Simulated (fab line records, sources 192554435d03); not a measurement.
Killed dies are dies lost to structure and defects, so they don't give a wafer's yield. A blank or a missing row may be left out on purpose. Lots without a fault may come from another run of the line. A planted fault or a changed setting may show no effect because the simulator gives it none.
fab line records | flow n5_finfet | part 2 of 2: steps 22 to 30 of 30
record lots=5 wafers=15 last_day=18
route steps=1938 shown BEOL_M13@1686
lots that met no fault: from a run of the same line without faults
start_h: hours from the record's first day to the start of the lot's first wafer shown | wait_h: hours since the lot's step before | " the same as in the row above | L1.1+2: a row that stands for several wafers | - no value, or no start given | * or withheld: withheld | < > ~ a bound
route shown NAME@n: a module of which the file shows steps, and the number in the route of the first | usual: mean/standard deviation of fault-free wafers | same: alike in all rows | chamber/n: place in a boat | sites: the reading at each site | _std_site: their standard deviation | _edge_site: outer sites' mean less inner sites' | radius_mm: how far each site lies from the wafer's centre | mask NAME#n: copy n | behind: the tool/chamber that last shaped the wafer | hold: why the lot was held/for how many hours/how that ended | device: the transistor (n, p or np) that didn't switch | end of line: the same wafers' tests at the end of the route | a step without rows: its recipe alone | killed: dies lost to structure and defects at the first sort, not the wafer's yield | map: a wafer's dies, x killed, . not, _ none there
set.NAME: the setting as run; set.NAME@STEP: as run at that earlier step | model.NAME: the simulator's own value behind a step, which no gauge read
lots at some steps of the route; a table a step, a row a wafer
services: from which hour (start_h, from the record's first day; less than 0 if before it) a tool's chamber was out of use, for how many hours, and why
## steps
# step N5_BEOL_M13_SPUTTER_45
# recipe material=Cu target_thk_a=800 temp_c=-20 bias_v=60 power_w=26000 chamber_pressure_pa=0.13 time_s=13.33
# usual throttle_valve_pct=30.4/0.81
# same time_s=13.33
# columns lot.wafer tool chamber start_h wait_h throttle_valve_pct
L084.2 pvd_sputter-02 - 316.79 0.0 30.5
L084.5 " - " " 30.6
L084.6 " - " " 30.5
L087.1 pvd_sputter-03 - 336.43 0.0 29.8
L087.3 " - " " 32.4
L087.5 " - " " 32.3
L092.1 pvd_sputter-01 - 366.00 0.0 31.8
L092.3 " - " " 31.1
L092.4 " - " " 30.3
L097.2 pvd_sputter-02 - 399.86 0.0 30.8
L097.3 " - " " 30.7
L097.6 " - " " 30.5
L096.4 pvd_sputter-02 - 407.83 0.0 29.7
L096.5 " - " " 30.5
L096.6 " - " " 30.7
# step N5_BEOL_M13_ECD_47
# recipe material=Cu target_thk_a=9360
# columns lot.wafer tool chamber start_h wait_h
L084.2+5+6 ecd_cu-02 0,0,1 316.91 0.1
L087.1+3+5 ecd_cu-02 0 336.55 0.1
L092.1+3+4 ecd_cu-01 0,0,1 366.12 0.1
L097.2+3+6 ecd_cu-01 1,0,0 399.97 0.1
L096.4+5+6 ecd_cu-02 1,1,0 408.00 0.1
# step N5_BEOL_M13_ANNEAL_48
# recipe temp_c=225 time_s=90 ambient=N2
# usual anneal_temp_c_max=225.70/0.3 wafer_temp_C_max=225.79/0.23
# same time_s=90
# columns lot.wafer tool chamber start_h wait_h anneal_temp_c_max wafer_temp_C_max
L084.2 rtp_anneal-01 0 317.24 0.3 226.00 225.99
L084.5 " 0 " " 226.62 226.08
L084.6 " 0 " " 226.53 226.14
L087.1 rtp_anneal-01 0 336.71 0.1 226.14 226.03
L087.3 " 0 " " 225.59 226.00
L087.5 " 0 " " 225.91 225.90
L092.1 rtp_anneal-01 0 366.28 0.1 226.12 225.76
L092.3 " 0 " " 226.54 226.07
L092.4 " 0 " " 226.04 225.78
L097.2 rtp_anneal-02 0 400.80 0.8 225.55 225.49
L097.3 " 0 " " 225.45 226.13
L097.6 " 0 " " 225.68 225.74
L096.4 rtp_anneal-02 0 409.10 1.1 225.40 225.87
L096.5 " 0 " " 225.59 225.88
L096.6 " 0 " " 225.99 226.12
# step N5_BEOL_M13_CMP_49
# recipe stop_on=SiOC t_overpolish_s=17.1 down_force_psi=1 platen_rpm=50 clearing_platen_down_force_psi=1.5 clearing_platen_rpm=50 post_cmp_clean=cu_alkaline target_thk_nm=420 clearing_platen_pad_velocity_m_s=0.99484 pad_velocity_m_s=0.99484
# usual barrier_field_endpoint_s=29.8/0.97 head_pressure_psi=1.0001/0.0023 motor_current_A=6.2/0.49 overpolish_run_s=17.100/0.0088
# columns lot.wafer tool chamber start_h wait_h barrier_field_endpoint_s head_pressure_psi motor_current_A overpolish_run_s
L084.2 cmp-02 0 317.53 0.2 29.2 0.9999 5.8 17.107
L084.6 " 3 " " 30.2 0.9987 5.5 17.104
L084.5 " 0 " " 30.0 0.9975 5.9 17.084
L087.1 cmp-02 3 337.01 0.3 30.8 1.0002 5.2 17.107
L087.3 " 2 " " 30.3 1.0016 6.7 17.091
L087.5 " 3 " " 31.1 0.9986 5.6 17.097
L092.1 cmp-03 3 366.59 0.3 30.7 0.9980 6.2 17.115
L092.3 " 0 " " 29.0 0.9990 7.0 17.100
L092.4 " 1 " " 31.0 1.0052 6.5 17.111
L097.2 cmp-03 1 401.28 0.4 29.6 1.0014 6.2 17.093
L097.3 " 3 " " 28.7 0.9999 6.2 17.097
L097.6 " 2 " " 29.0 1.0002 5.8 17.091
L096.4 cmp-03 3 409.39 0.2 29.2 1.0049 5.9 17.105
L096.5 " 0 " " 28.1 0.9988 7.4 17.101
L096.6 " 1 " " 30.7 1.0009 6.3 17.101
# step N5_BEOL_M13_THK_MEAS_50
# recipe thk_meas_gauge=xrf reads=Cu_of_BEOL_M13_ECD_47
# usual M13_THK=418/8.5
# columns lot.wafer tool chamber start_h wait_h M13_THK[nm]
L084.2 film_metro-01 - 317.78 - 418
L084.5 " - " " 417
L084.6 " - " " 415
L087.1 film_metro-01 - 337.31 - 410
L087.3 " - " " 405
L087.5 " - " " 407
L092.1 film_metro-01 - 366.89 - 434
L092.3 " - " " 418
L092.4 " - " " 420
L097.2 film_metro-01 - 401.57 - 438
L097.3 " - " " 424
L097.6 " - " " 433
L096.4 film_metro-02 - 409.57 - 418
L096.5 " - " " 427
L096.6 " - " " 416
# step N5_BEOL_M13_PRE_CLEAN_52
# recipe gas=NH3 time_s=15 temp_c=withheld rf_power_w=300
# usual rf_fwd_power_W=295.1/1.5
# same time_s=15
# columns lot.wafer tool chamber start_h wait_h rf_fwd_power_W
L084.2 pecvd-01 1 317.82 0.0 296.3
L084.5 " 1 " " 296.3
L084.6 " 2 " " 292.9
L087.1 pecvd-01 1 337.34 0.0 296.5
L087.3 " 2 " " 294.7
L087.5 " 1 " " 297.9
L092.1 pecvd-01 2 366.92 0.0 292.9
L092.3 " 0 " " 295.0
L092.4 " 0 " " 294.0
L097.2 pecvd-04 0 401.61 0.0 294.1
L097.3 " 1 " " 294.3
L097.6 " 0 " " 295.5
L096.4 pecvd-04 1 409.62 0.0 294.1
L096.5 " 0 " " 295.9
L096.6 " 2 " " 296.4
# step N5_BEOL_M13_DEP_53
# recipe material=SiCN target_thk_a=500 temp_c=withheld precursor=3MS/NH3 pressure_torr=3 rf_w=675 time_s=17.8
# usual rf_fwd_power_W=667/3.2 showerhead_plenum_p_Torr=4.153/0.02 throttle_valve_pct=17.4/0.99
# same time_s=17.8
# columns lot.wafer tool chamber start_h wait_h rf_fwd_power_W showerhead_plenum_p_Torr throttle_valve_pct
L084.2 pecvd-01 1 317.86 0.0 670 4.153 19.5
L084.5 " 1 " " 672 4.139 19.3
L084.6 " 2 " " 661 4.149 16.1
L087.1 pecvd-01 1 337.37 0.0 668 4.132 19.0
L087.3 " 2 " " 665 4.145 16.2
L087.5 " 1 " " 669 4.152 19.2
L092.1 pecvd-01 2 366.95 0.0 666 4.160 16.3
L092.3 " 0 " " 668 4.161 17.2
L092.4 " 0 " " 666 4.163 17.3
L097.2 pecvd-04 0 401.64 0.0 668 4.116 17.3
L097.3 " 1 " " 667 4.186 16.9
L097.6 " 0 " " 669 4.123 17.3
L096.4 pecvd-04 1 409.65 0.0 664 4.183 17.2
L096.5 " 0 " " 665 4.121 16.8
L096.6 " 2 " " 663 4.165 17.2
# step N5_BEOL_M13_RS_MEAS_54
# recipe thk_meas_gauge=four-point-probe reads=Cu_of_BEOL_M13_ECD_47+Ta_of_BEOL_M13_SPUTTER_44+TaN_of_BEOL_M13_SPUTTER_43
# usual M13_RS=0.0449/0.00088
# columns lot.wafer tool chamber start_h wait_h M13_RS[ohm/sq]
L084.2 film_metro-01 - 317.94 0.1 0.0451
L084.5 " - " " 0.0452
L084.6 " - " " 0.0454
L087.1 film_metro-01 - 337.43 0.0 0.0451
L087.3 " - " " 0.0455
L087.5 " - " " 0.0454
L092.1 film_metro-02 - 367.02 0.0 0.0432
L092.3 " - " " 0.0448
L092.4 " - " " 0.0445
L097.2 film_metro-02 - 401.70 0.1 0.0431
L097.3 " - " " 0.0444
L097.6 " - " " 0.0432
L096.4 film_metro-01 - 409.70 0.0 0.0450
L096.5 " - " " 0.0442
L096.6 " - " " 0.0455
# step N5_BEOL_M13_INSPECT_55
# recipe inspect_instrument=darkfield mode=post_dep
# usual raw_defect_count=78/27
# columns lot.wafer tool chamber start_h wait_h raw_defect_count
L084.2 defect_inspect-02 - 317.97 0.0 89
L084.5 " - " " 137
L084.6 " - " " 94
L087.1 defect_inspect-02 - 337.46 0.0 104
L087.3 " - " " 75
L087.5 " - " " 115
L092.1 defect_inspect-02 - 367.04 0.0 91
L092.3 " - " " 88
L092.4 " - " " 71
L097.2 defect_inspect-01 - 401.73 0.0 89
L097.3 " - " " 32
L097.6 " - " " 66
L096.4 defect_inspect-01 - 409.73 0.0 52
L096.5 " - " " 63
L096.6 " - " " 27
## services
# columns tool chamber start_h hours kind
pvd_sputter-02 - 288.91 7.9 repair
plasma_asher-02 - 295.48 1.0 repair
cmp-03 - 299.54 3.2 repair
ecd_cu-01 - 303.12 0.4 repair
pvd_sputter-02 - 303.50 6.2 repair
pecvd-04 - 309.26 0.5 repair
litho_track-04 - 311.45 - consumable_replace:filter
pecvd-01 0 312.00 16.5 scheduled_down
cmp-03 - 317.38 4.6 repair
plasma_asher-02 - 322.98 0.8 repair
wet_bench-02 - 330.21 0.5 repair
rie_diel-06 3 330.98 3.6 repair
rie_diel-04 3 338.27 - clean
ecd_cu-02 - 340.41 2.5 repair
rie_diel-06 3 344.09 19.8 repair
litho_track-05 - 346.20 - consumable_replace:filter
wet_bench-04 - 355.87 1.2 repair
rie_diel-06 0 359.62 9.0 repair
rie_diel-06 1 372.98 32.4 repair
pecvd-04 - 375.29 6.0 pm
rie_diel-06 0 375.92 6.5 repair
rie_diel-04 1 393.86 2.4 repair
cmp-03 - 399.58 0.6 repair
cmp-02 - 400.45 4.1 pm
